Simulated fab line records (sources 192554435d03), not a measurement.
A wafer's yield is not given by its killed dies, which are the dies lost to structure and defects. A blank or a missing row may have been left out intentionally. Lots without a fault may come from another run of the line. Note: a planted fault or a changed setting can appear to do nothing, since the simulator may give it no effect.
fab line records | flow n5_finfet
record: lots: 7 wafers: 21
route steps=1938 shown BEOL_M11@1590 BEOL_M13@1662 BEOL_M14@1753 BEOL_M15@1808 PASSIVATION@1901
start_h: start of the lot's first displayed wafer, in hours after the record's first day | wait_h: hours elapsed since this lot's preceding step | " same as the row above | L1.1+2: a row that stands for several wafers | - no value, or no start given | * or withheld: withheld | < > ~ a bound
route shown NAME@n: NAME is a module with steps in the file, n the number in the route of the first one | usual: mean/standard deviation of fault-free wafers | same: alike in all rows | chamber/n: place in a boat | sites: per-site readings | _std_site: the standard deviation of these | _edge_site: mean of outer sites minus mean of inner sites | radius_mm: how far each site lies from the wafer's centre | mask NAME#n: copy n | behind: the most recent tool/chamber to have shaped the wafer | hold: the reason the lot was held/the length of the hold in hours/how it ended | device: the transistor (n, p or np) that didn't switch | end of line: at the end of the route, the tests of the same wafers | a step with no rows: only its recipe | killed: the dies lost at the first sort to structure and to defects; this is not the yield of the wafer | map: shows each die of a wafer: x if killed, . if not, _ if none is there
set.NAME: the setting as run; set.NAME@STEP: as run at that earlier step | model.NAME: the simulator's own value behind a step, which no gauge read
lots with deliberately changed settings; one table per step, one row per wafer
== steps ==
step: N5_BEOL_M11_ALD_74
recipe: material: TaN target_thk_a: 20 temp_c: 275 ald_precursor_family: PDMAT ald_co_reactant: NH3 pressure_torr: 3 carrier_flow_sccm: 1500 pulse_time_s: 2 purge_time_s: 3 co_reactant_purge_time_s: 2 co_reactant_pulse_time_s: 3 ald_cycles: 40 precursor_vessel_temp_c: 75 precursor_vessel_pressure_torr: 26.25 precursor_vessel_carrier_sccm: 1000
columns lot.wafer tool chamber start_h wait_h set.ald_cycles model.TaN_of_BEOL_M11_ALD_74.thk_nm
L083.1+3+6 ald_metal-04 3,2,2 335.75 0.0 40 2
L086.2 ald_metal-02 0 354.60 0.1 40 2
L086.4+6 " 2 " " 45 2.2
L085.1+5 ald_metal-03 2,1 358.82 0.1 40 2
L085.6 " 0 " " 45 2.2
L089.1+3+5 ald_metal-03 0,2,1 379.87 0.1 40 2
L093.1+6 ald_metal-02 3,2 389.69 0.2 46 2.4
L093.4 " 2 " " 40 2
L096.1+3+5 ald_metal-04 0,3,2 420.17 0.0 40 2
L079.1+3 ald_metal-03 3,1 420.69 0.0 40 2
L079.2 " 0 " " 45 2.2
step: N5_BEOL_M13_COAT_04
recipe: spin_rpm: 1625 resist_thk_nm: 400
columns lot.wafer tool chamber start_h wait_h set.spin_rpm model.coat_of_BEOL_M13_COAT_04.thk_nm
L083.1 litho_track-04 0 - - 1625 398.6
L083.3 " 0 " " 1625 399.2
L083.6 " 0 " " 1625 399.8
L086.2+6 litho_track-01 0 - - 1625 401.8
L086.4 " 0 " " 1716 390.4
L085.1 litho_track-04 0 - - 1625 398.8
L085.5 " 0 " " 1461 422
L085.6 " 0 " " 1461 421.2
L089.1+5 litho_track-03 0 - - 1625 400
L089.3 " 0 " " 1625 400.6
L093.1 litho_track-01 0 - - 1766 383
L093.4 " 0 " " 1625 400.8
L093.6 " 0 " " 1766 383.2
L096.1 litho_track-03 0 - - 1625 401
L096.3 " 0 " " 1625 400.4
L096.5 " 0 " " 1625 401.2
L079.1 litho_track-03 0 - - 1625 398.2
L079.2 " 0 " " 1448 421.4
L079.3 " 0 " " 1625 396.6
step: N5_BEOL_M13_ETCH_59
recipe: chemistry: N2/H2 target: BARC target_depth_a: 890 overetch_a: 267 time_s: 67.9 ion_energy_ev: 200 pressure_mtorr: 30 source_w: 840 bias_w: 150 n2_flow_sccm: 200 h2_flow_sccm: 200
columns lot.wafer tool chamber start_h wait_h set.time_s set.spin_rpm@BEOL_M13_COAT_04 model.coat_of_BEOL_M13_COAT_04.thk_nm
L083.1 rie_diel-01 3 343.76 0.0 67.9 1625 315.4
L083.3 " 2 " " 67.9 1625 314.6
L083.6 " 2 " " 61.58 1625 321.6
L086.2 rie_diel-06 1 363.06 0.0 67.9 1625 318.8
L086.4 " 2 " " 67.9 1716 308.4
L086.6 " 1 " " 67.9 1625 318.4
L085.1 rie_diel-01 2 372.64 0.0 58.95 1625 323.2
L085.5 " 3 " " 58.95 1461 346.6
L085.6 " 2 " " 67.9 1461 337.6
L089.1 rie_diel-01 0 388.07 0.0 67.9 1625 318
L089.3 " 1 " " 67.9 1625 318.2
L089.5 " 1 " " 67.9 1625 317.6
L093.1 rie_diel-01 3 402.48 0.0 67.9 1766 299.2
L093.4 " 0 " " 75.58 1625 311.8
L093.6 " 1 " " 75.58 1766 293.8
L096.1 rie_diel-06 2 428.08 0.0 76.95 1625 309.2
L096.3 " 1 " " 67.9 1625 317.6
L096.5 " 3 " " 67.9 1625 319
L079.1 rie_diel-01 2 428.25 0.0 67.9 1625 314.4
L079.2 " 1 " " 54.04 1448 353.2
L079.3 " 3 " " 67.9 1625 313.6
step: N5_BEOL_M14_TRENCH_ETCH_34
recipe: chemistry: C4F8/O2/Ar target: SiO2 target_depth_a: 5566.5 mask_material: SOC he_inner_torr: 15 he_outer_torr: 30 time_s: 126.9 ion_energy_ev: 800 pressure_mtorr: 20 source_w: 1905 bias_w: 2040 Ar_flow_sccm: 400 C4F8_flow_sccm: 16 O2_flow_sccm: 12
columns lot.wafer tool chamber start_h wait_h set.time_s model.etch.depth_nm
L083.1 rie_diel-04 3 351.64 0.0 155.1 692.1
L083.3 " 1 " " 126.9 556.2
L083.6 " 1 " " 155.1 676
L086.2 rie_diel-02 0 374.36 0.0 126.9 540.9
L086.4 " 0 " " 126.9 544.5
L086.6 " 1 " " 126.9 550.5
L085.1 rie_diel-04 2 378.67 0.0 126.9 571.3
L085.5 " 2 " " 112 503.3
L085.6 " 1 " " 126.9 555.5
L089.1 rie_diel-04 1 397.92 0.0 126.9 553.7
L089.3 " 2 " " 126.9 575.8
L089.5 " 1 " " 126.9 558
L093.1 rie_diel-02 2 409.29 0.0 126.9 549.3
L093.4 " 0 " " 126.9 549.9
L093.6 " 3 " " 112.5 495.5
L096.1 rie_diel-05 3 436.00 0.0 136.8 608.2
L096.3 " 0 " " 126.9 550.6
L096.5 " 0 " " 136.8 599.7
L079.1 rie_diel-05 0 438.12 0.0 116.7 515.5
L079.2 " 1 " " 116.7 515.6
L079.3 " 3 " " 126.9 570.6
step: N5_BEOL_M14_STRIP_70
recipe: chemistry: C4F8/O2/Ar resist: SiARC rf_frequency_hz: 6e+07
step: N5_BEOL_M14_OCD_MEAS_35
usual: trench_depth_nm: 558/8.9
columns lot.wafer tool chamber start_h wait_h set.time_s@BEOL_M14_TRENCH_ETCH_34 trench_depth_nm
L083.1 ocd-02 - 351.80 0.0 155.1 692
L083.3 " - " " 126.9 556
L083.6 " - " " 155.1 676
L086.2 ocd-01 - 374.51 0.0 126.9 541
L086.4 " - " " 126.9 545
L086.6 " - " " 126.9 551
L085.1 ocd-02 - 378.83 0.0 126.9 572
L085.5 " - " " 112 503
L085.6 " - " " 126.9 555
L089.1 ocd-01 - 398.08 0.0 126.9 553
L089.3 " - " " 126.9 576
L089.5 " - " " 126.9 558
L093.1 ocd-02 - 409.45 0.0 126.9 550
L093.4 " - " " 126.9 549
L093.6 " - " " 112.5 496
L096.1 ocd-02 - 436.15 0.0 136.8 608
L096.3 " - " " 126.9 551
L096.5 " - " " 136.8 600
L079.1 ocd-01 - 438.28 0.0 116.7 515
L079.2 " - " " 116.7 515
L079.3 " - " " 126.9 570
step: N5_BEOL_M14_STRIP_37
recipe: chemistry: O2 power_w: 600 temp_c: 60 pressure_mtorr: 30 rf_frequency_hz: 6e+07 bias_power_w: 0 overash_fraction: 0.3 o2_flow_sccm: 225
step: N5_BEOL_M14_ETCH_38
recipe: chemistry: CF4/N2 target: SiCN target_depth_a: 1065 taper_deg: 2 time_s: 120.6 ion_energy_ev: 150 mask_material: SiO2 pressure_mtorr: 40 source_w: 430 bias_w: 70 Ar_flow_sccm: 100 cf4_flow_sccm: 60 n2_flow_sccm: 60
step: N5_BEOL_M14_ECD_47
recipe: material: Cu target_thk_a: 12480
step: N5_BEOL_M14_ANNEAL_48
recipe: temp_c: 225 time_s: 90 ambient: N2
step: N5_BEOL_M14_CMP_49
recipe: stop_on: SiO2 t_overpolish_s: 5.2 down_force_psi: 2 platen_rpm: 80 clearing_platen_down_force_psi: 2 clearing_platen_rpm: 80 post_cmp_clean: cu_alkaline target_thk_nm: 560 clearing_platen_pad_velocity_m_s: 1.5917 pad_velocity_m_s: 1.5917
columns lot.wafer tool chamber start_h wait_h set.time_s@BEOL_M14_TRENCH_ETCH_34 model.Cu_of_BEOL_M14_ECD_47.thk_nm
L083.1 cmp-02 1 355.02 0.3 155.1 697
L083.3 " 2 " " 126.9 559.4
L083.6 " 3 " " 155.1 680
L086.4 cmp-04 0 376.04 0.1 126.9 548.8
L086.2 " 1 " " 126.9 543.6
L086.6 " 0 " " 126.9 554.2
L085.1 cmp-02 1 382.24 0.3 126.9 574.8
L085.5 " 1 " " 112 507.2
L085.6 " 2 " " 126.9 558
L089.3 cmp-01 2 401.70 0.2 126.9 579
L089.1 " 1 " " 126.9 554.8
L089.5 " 3 " " 126.9 561
L093.4 cmp-04 0 413.87 0.2 126.9 554
L093.1 " 1 " " 126.9 553
L093.6 " 3 " " 112.5 498.6
L096.3 cmp-02 1 439.30 0.2 126.9 554.2
L096.1 " 0 " " 136.8 613
L096.5 " 1 " " 136.8 604
L079.2 cmp-02 0 440.25 0.2 116.7 519.6
L079.1 " 1 " " 116.7 520.4
L079.3 " 2 " " 126.9 574
step: N5_BEOL_M14_THK_MEAS_50
recipe: thk_meas_gauge: xrf reads: Cu_of_BEOL_M14_ECD_47
usual: M14_THK: 572/12
columns lot.wafer tool chamber start_h wait_h set.time_s@BEOL_M14_TRENCH_ETCH_34 M14_THK[nm]
L083.1 film_metro-01 - 355.24 - 155.1 722
L083.3 " - " " 126.9 576
L083.6 " - " " 155.1 708
L086.2 film_metro-02 - 376.34 - 126.9 537
L086.4 " - " " 126.9 544
L086.6 " - " " 126.9 550
L085.1 film_metro-01 - 382.54 - 126.9 586
L085.5 " - " " 112 518
L085.6 " - " " 126.9 573
L089.1 film_metro-02 - 401.99 - 126.9 553
L089.3 " - " " 126.9 582
L089.5 " - " " 126.9 561
L093.1 film_metro-02 - 414.09 - 126.9 553
L093.4 " - " " 126.9 560
L093.6 " - " " 112.5 502
L096.1 film_metro-01 - 439.60 - 136.8 623
L096.3 " - " " 126.9 562
L096.5 " - " " 136.8 614
L079.1 film_metro-01 - 440.50 - 116.7 535
L079.2 " - " " 116.7 534
L079.3 " - " " 126.9 586
step: N5_BEOL_M14_PRE_CLEAN_52
recipe: gas: NH3 time_s: 15 temp_c: withheld rf_power_w: 300
step: N5_BEOL_M14_DEP_53
recipe: material: SiCN target_thk_a: 500 temp_c: withheld precursor: 3MS/NH3 pressure_torr: 3 rf_w: 675 time_s: 17.8
step: N5_BEOL_M14_RS_MEAS_54
recipe: thk_meas_gauge: four-point-probe reads: Cu_of_BEOL_M14_ECD_47+Ta_of_BEOL_M14_SPUTTER_44+TaN_of_BEOL_M14_SPUTTER_43
usual: M14_RS: 0.0332/0.00053
columns lot.wafer tool chamber start_h wait_h set.time_s@BEOL_M14_TRENCH_ETCH_34 M14_RS[ohm/sq]
L083.1 film_metro-01 - 355.37 0.0 155.1 0.0266
L083.3 " - " " 126.9 0.0332
L083.6 " - " " 155.1 0.0273
L086.2 film_metro-02 - 376.47 0.1 126.9 0.0342
L086.4 " - " " 126.9 0.0339
L086.6 " - " " 126.9 0.0335
L085.1 film_metro-01 - 382.67 0.0 126.9 0.0325
L085.5 " - " " 112 0.0368
L085.6 " - " " 126.9 0.0334
L089.1 film_metro-01 - 402.12 0.0 126.9 0.0336
L089.3 " - " " 126.9 0.0321
L089.5 " - " " 126.9 0.0331
L093.1 film_metro-02 - 414.22 0.0 126.9 0.0336
L093.4 " - " " 126.9 0.0335
L093.6 " - " " 112.5 0.0373
L096.1 film_metro-02 - 439.72 0.0 136.8 0.0303
L096.3 " - " " 126.9 0.0336
L096.5 " - " " 136.8 0.0308
L079.1 film_metro-02 - 440.63 0.0 116.7 0.0358
L079.2 " - " " 116.7 0.0358
L079.3 " - " " 126.9 0.0324
step: N5_BEOL_M15_ETCH_61
recipe: chemistry: N2/H2 target: BARC target_depth_a: 890 overetch_a: 267 time_s: 67.9 ion_energy_ev: 200 pressure_mtorr: 30 source_w: 840 bias_w: 150 n2_flow_sccm: 200 h2_flow_sccm: 200
columns lot.wafer tool chamber start_h wait_h set.time_s model.coat_of_BEOL_M15_COAT_22.thk_nm
L083.1 rie_diel-06 1 357.73 0.0 67.9 714.8
L083.3 " 2 " " 61.93 721.4
L083.6 " 1 " " 67.9 712.4
L086.2 rie_diel-01 2 379.01 0.0 67.9 715.2
L086.4 " 0 " " 79.5 708.6
L086.6 " 2 " " 79.5 703.8
L085.1 rie_diel-03 3 385.65 0.0 62.42 723
L085.5 " 3 " " 67.9 714.2
L085.6 " 1 " " 67.9 714.4
L089.1 rie_diel-06 2 404.83 0.0 67.9 717.4
L089.3 " 0 " " 67.9 715.4
L089.5 " 3 " " 67.9 719
L093.1 rie_diel-06 3 416.43 0.0 59.3 727.8
L093.4 " 2 " " 67.9 719
L093.6 " 3 " " 59.3 728.2
L096.1 rie_diel-03 3 442.17 0.0 67.9 726
L096.3 " 2 " " 72.63 723.6
L096.5 " 3 " " 72.63 720.2
L079.1 rie_diel-03 0 443.24 0.0 67.9 719
L079.2 " 3 " " 72.05 712.6
L079.3 " 2 " " 72.05 714.4
step: N5_BEOL_M15_TRENCH_ETCH_34
recipe: chemistry: C4F8/O2/Ar target: SiO2 target_depth_a: 8729.3 he_inner_torr: 15 he_outer_torr: 30 time_s: 199 ion_energy_ev: 800 pressure_mtorr: 20 source_w: 1905 bias_w: 2040 Ar_flow_sccm: 400 C4F8_flow_sccm: 16 O2_flow_sccm: 12
columns lot.wafer tool chamber start_h wait_h set.time_s model.etch.depth_nm model.coat_of_BEOL_M15_COAT_22.thk_nm
L083.1 rie_diel-06 1 357.78 0.0 199 898.2 534
L083.3 " 2 " " 199 861.1 549.2
L083.6 " 1 " " 161.7 723.8 566.6
L086.2 rie_diel-01 2 379.06 0.0 199 893.5 538
L086.4 " 0 " " 199 870.8 533.4
L086.6 " 2 " " 199 888.6 527.4
L085.1 rie_diel-03 3 385.70 0.0 199 871.2 549.4
L085.5 " 3 " " 242 1070 501
L085.6 " 1 " " 199 881.4 538.8
L089.1 rie_diel-06 2 404.88 0.0 199 861.9 545.2
L089.3 " 0 " " 199 890.9 536.2
L089.5 " 3 " " 199 870 544.6
L093.1 rie_diel-06 3 416.48 0.0 160 690.5 589.6
L093.4 " 2 " " 199 866.3 546
L093.6 " 3 " " 199 868.6 554.2
L096.1 rie_diel-03 3 442.22 0.0 199 851.5 556.4
L096.3 " 2 " " 199 850.5 554.2
L096.5 " 3 " " 178.6 777.2 565.4
L079.1 rie_diel-03 0 443.29 0.0 199 873.6 544
L079.2 " 3 " " 199 872.3 538.8
L079.3 " 2 " " 235.3 1012 512.8
step: N5_BEOL_M15_STRIP_36
recipe: chemistry: O2 power_w: 600 temp_c: 60 pressure_mtorr: 30 rf_frequency_hz: 6e+07 bias_power_w: 0 overash_fraction: 0.3 o2_flow_sccm: 225
step: N5_BEOL_M15_ECD_47
recipe: material: Cu target_thk_a: 18600
step: N5_BEOL_M15_ANNEAL_48
recipe: temp_c: 225 time_s: 90 ambient: N2
step: N5_BEOL_M15_CMP_49
recipe: stop_on: SiO2 t_overpolish_s: 4.9 down_force_psi: 2 platen_rpm: 80 clearing_platen_down_force_psi: 2 clearing_platen_rpm: 80 post_cmp_clean: cu_alkaline target_thk_nm: 850 clearing_platen_pad_velocity_m_s: 1.5917 pad_velocity_m_s: 1.5917
columns lot.wafer tool chamber start_h wait_h set.time_s@BEOL_M15_TRENCH_ETCH_34 model.Cu_of_BEOL_M15_ECD_47.thk_nm
L083.3 cmp-03 1 361.49 0.2 199 838.2
L083.1 " 2 " " 199 875.6
L083.6 " 0 " " 161.7 701.2
L086.4 cmp-04 1 385.80 0.1 199 847.4
L086.2 " 0 " " 199 872.2
L086.6 " 1 " " 199 865.2
L085.1 cmp-03 2 389.07 0.3 199 847
L085.6 " 2 " " 199 857.8
L085.5 " 3 " " 242 1046
L089.3 cmp-03 0 407.04 0.4 199 867.8
L089.1 " 2 " " 199 838.4
L089.5 " 0 " " 199 846.6
L093.4 cmp-04 2 419.72 0.2 199 843
L093.1 " 0 " " 160 669
L093.6 " 2 " " 199 846.4
L096.3 cmp-01 2 445.31 0.2 199 828.6
L096.1 " 3 " " 199 829.2
L096.5 " 1 " " 178.6 753.2
L079.1 cmp-01 2 445.91 0.3 199 849.2
L079.3 " 3 " " 235.3 988.6
L079.2 " 0 " " 199 848.6
step: N5_BEOL_M15_THK_MEAS_50
recipe: thk_meas_gauge: xrf reads: Cu_of_BEOL_M15_ECD_47
usual: M15_THK: 861/14
columns lot.wafer tool chamber start_h wait_h set.time_s@BEOL_M15_TRENCH_ETCH_34 M15_THK[nm]
L083.1 film_metro-02 - 361.74 - 199 873
L083.3 " - " " 199 840
L083.6 " - " " 161.7 704
L086.2 film_metro-02 - 386.09 - 199 880
L086.4 " - " " 199 861
L086.6 " - " " 199 878
L085.1 film_metro-02 - 389.37 - 199 860
L085.5 " - " " 242 1062
L085.6 " - " " 199 868
L089.1 film_metro-01 - 407.30 - 199 851
L089.3 " - " " 199 882
L089.5 " - " " 199 859
L093.1 film_metro-01 - 419.97 - 160 686
L093.4 " - " " 199 865
L093.6 " - " " 199 868
L096.1 film_metro-02 - 445.57 - 199 850
L096.3 " - " " 199 846
L096.5 " - " " 178.6 767
L079.1 film_metro-01 - 446.16 - 199 853
L079.2 " - " " 199 854
L079.3 " - " " 235.3 996
step: N5_BEOL_M15_PRE_CLEAN_52
recipe: gas: NH3 time_s: 15 temp_c: withheld rf_power_w: 300
step: N5_BEOL_M15_DEP_53
recipe: material: SiCN target_thk_a: 500 temp_c: withheld precursor: 3MS/NH3 pressure_torr: 3 rf_w: 675 time_s: 17.8
step: N5_BEOL_M15_RS_MEAS_54
recipe: thk_meas_gauge: four-point-probe reads: Cu_of_BEOL_M15_ECD_47+Ta_of_BEOL_M15_SPUTTER_44+TaN_of_BEOL_M15_SPUTTER_43
usual: M15_RS: 0.0216/0.00035
columns lot.wafer tool chamber start_h wait_h set.time_s@BEOL_M15_TRENCH_ETCH_34 M15_RS[ohm/sq]
L083.1 film_metro-01 - 361.90 0.1 199 0.0210
L083.3 " - " " 199 0.0219
L083.6 " - " " 161.7 0.0262
L086.2 film_metro-02 - 386.22 0.1 199 0.0210
L086.4 " - " " 199 0.0216
L086.6 " - " " 199 0.0212
L085.1 film_metro-02 - 389.50 0.0 199 0.0216
L085.5 " - " " 242 0.0174
L085.6 " - " " 199 0.0214
L089.1 film_metro-01 - 407.43 0.0 199 0.0219
L089.3 " - " " 199 0.0211
L089.5 " - " " 199 0.0217
L093.1 film_metro-01 - 420.10 0.0 160 0.0276
L093.4 " - " " 199 0.0218
L093.6 " - " " 199 0.0217
L096.1 film_metro-01 - 445.69 0.0 199 0.0222
L096.3 " - " " 199 0.0222
L096.5 " - " " 178.6 0.0244
L079.1 film_metro-01 - 446.29 0.0 199 0.0216
L079.2 " - " " 199 0.0216
L079.3 " - " " 235.3 0.0185
step: N5_PASSIVATION_EXPOSE_27
recipe: mask_id: PAD na: 0.55 source_shape: conventional sigma_outer: 0.8 polarization: unpolarized defocus_nm: 0 dose_mj: 32.3
columns lot.wafer tool chamber start_h wait_h mask set.dose_mj
L083.1+3 krf_scanner-01 0 375.11 - PAD#0 34.39
L083.6 " 0 " " PAD#0 32.3
L086.2+6 krf_scanner-01 0 397.90 - PAD#0 32.3
L086.4 " 0 " " PAD#0 34.04
L085.1+5 krf_scanner-01 0 401.65 - PAD#0 30.25
L085.6 " 0 " " PAD#0 32.3
L089.1+3+5 krf_scanner-01 0 419.56 - PAD#0 32.3
L093.1+4+6 krf_scanner-02 0 429.92 - PAD#0 32.3
L096.1+5 krf_scanner-01 0 457.76 - PAD#0 30.82
L096.3 " 0 " " PAD#0 32.3
L079.1+2 krf_scanner-01 0 459.46 - PAD#0 31.01
L079.3 " 0 " " PAD#0 32.3
step: N5_PASSIVATION_PEB_28
recipe: peb_temp_c: withheld peb_time_s: *
step: N5_PASSIVATION_DEVELOP_29
recipe: develop_time_s: 60 rinse_liquid: diw dry: air_spin dev_temp_c: 21
step: N5_PASSIVATION_HARDBAKE_31
recipe: temp_c: 130 time_s: 120
step: N5_PASSIVATION_CD_MEAS_30
recipe: target_cd_nm: 4000 landing_energy_ev: 500 detector: se_inlens polarity: opening
usual: cd_nm: 3999.9/1.3
columns lot.wafer tool chamber start_h wait_h set.dose_mj@PASSIVATION_EXPOSE_27 cd_nm
L083.1 cd_sem-01 0 375.29 - 34.39 4013.0
L083.3 " 0 " " 34.39 4010.8
L083.6 " 0 " " 32.3 4001.4
L086.2 cd_sem-03 0 398.07 - 32.3 4001.9
L086.4 " 0 " " 34.04 4009.7
L086.6 " 0 " " 32.3 4000.4
L085.1 cd_sem-01 0 401.82 - 30.25 3987.3
L085.5 " 0 " " 30.25 3985.9
L085.6 " 0 " " 32.3 3997.1
L089.1 cd_sem-02 0 419.74 - 32.3 3999.3
L089.3 " 0 " " 32.3 4000.7
L089.5 " 0 " " 32.3 4001.6
L093.1 cd_sem-03 0 430.10 - 32.3 3998.6
L093.4 " 0 " " 32.3 4000.4
L093.6 " 0 " " 32.3 3998.3
L096.1 cd_sem-02 0 457.94 - 30.82 3990.1
L096.3 " 0 " " 32.3 3999.5
L096.5 " 0 " " 30.82 3989.1
L079.1 cd_sem-03 0 459.63 - 31.01 3993.8
L079.2 " 0 " " 31.01 3991.6
L079.3 " 0 " " 32.3 3999.5
== key ==
split: step: N5_BEOL_M11_ALD_74 setting: ald_cycles stated: 40 by: wafer
response: step: N5_BEOL_M11_ALD_74 reading: model.TaN_of_BEOL_M11_ALD_74.thk_nm change: +0.0195 per: 1% r: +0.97
split: step: N5_BEOL_M13_COAT_04 setting: spin_rpm stated: 1625 by: wafer
response: step: N5_BEOL_M13_COAT_04 reading: model.coat_of_BEOL_M13_COAT_04.thk_nm change: -2.17 per: 1% r: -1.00
response: step: N5_BEOL_M13_ETCH_59 reading: model.coat_of_BEOL_M13_COAT_04.thk_nm slope: -2.25 per: 1% together_with: time_s@BEOL_M13_ETCH_59 explained: 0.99
split: step: N5_BEOL_M13_ETCH_59 setting: time_s stated: 67.9 by: wafer
response: step: N5_BEOL_M13_ETCH_59 reading: model.coat_of_BEOL_M13_COAT_04.thk_nm slope: -0.678 per: 1% together_with: spin_rpm@BEOL_M13_COAT_04 explained: 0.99
split: step: N5_BEOL_M14_TRENCH_ETCH_34 setting: time_s stated: 126.9 by: wafer
response: step: N5_BEOL_M14_TRENCH_ETCH_34 reading: model.etch.depth_nm change: +5.66 per: 1% r: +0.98
response: step: N5_BEOL_M14_OCD_MEAS_35 reading: trench_depth_nm change: +5.66 per: 1% r: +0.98
response: step: N5_BEOL_M14_CMP_49 reading: model.Cu_of_BEOL_M14_ECD_47.thk_nm change: +5.69 per: 1% r: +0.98
response: step: N5_BEOL_M14_THK_MEAS_50 reading: M14_THK change: +5.97 per: 1% r: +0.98
response: step: N5_BEOL_M14_RS_MEAS_54 reading: M14_RS change: -0.000316 per: 1% r: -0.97
split: step: N5_BEOL_M15_ETCH_61 setting: time_s stated: 67.9 by: wafer
response: step: N5_BEOL_M15_ETCH_61 reading: model.coat_of_BEOL_M15_COAT_22.thk_nm change: -0.689 per: 1% r: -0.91
split: step: N5_BEOL_M15_TRENCH_ETCH_34 setting: time_s stated: 199 by: wafer
response: step: N5_BEOL_M15_TRENCH_ETCH_34 reading: model.etch.depth_nm change: +8.45 per: 1% r: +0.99
response: step: N5_BEOL_M15_TRENCH_ETCH_34 reading: model.coat_of_BEOL_M15_COAT_22.thk_nm change: -1.71 per: 1% r: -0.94
response: step: N5_BEOL_M15_CMP_49 reading: model.Cu_of_BEOL_M15_ECD_47.thk_nm change: +8.46 per: 1% r: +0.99
response: step: N5_BEOL_M15_THK_MEAS_50 reading: M15_THK change: +8.6 per: 1% r: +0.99
response: step: N5_BEOL_M15_RS_MEAS_54 reading: M15_RS change: -0.000226 per: 1% r: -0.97
split: step: N5_PASSIVATION_EXPOSE_27 setting: dose_mj stated: 32.3 by: wafer
response: step: N5_PASSIVATION_CD_MEAS_30 reading: cd_nm change: +1.71 per: 1% r: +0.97
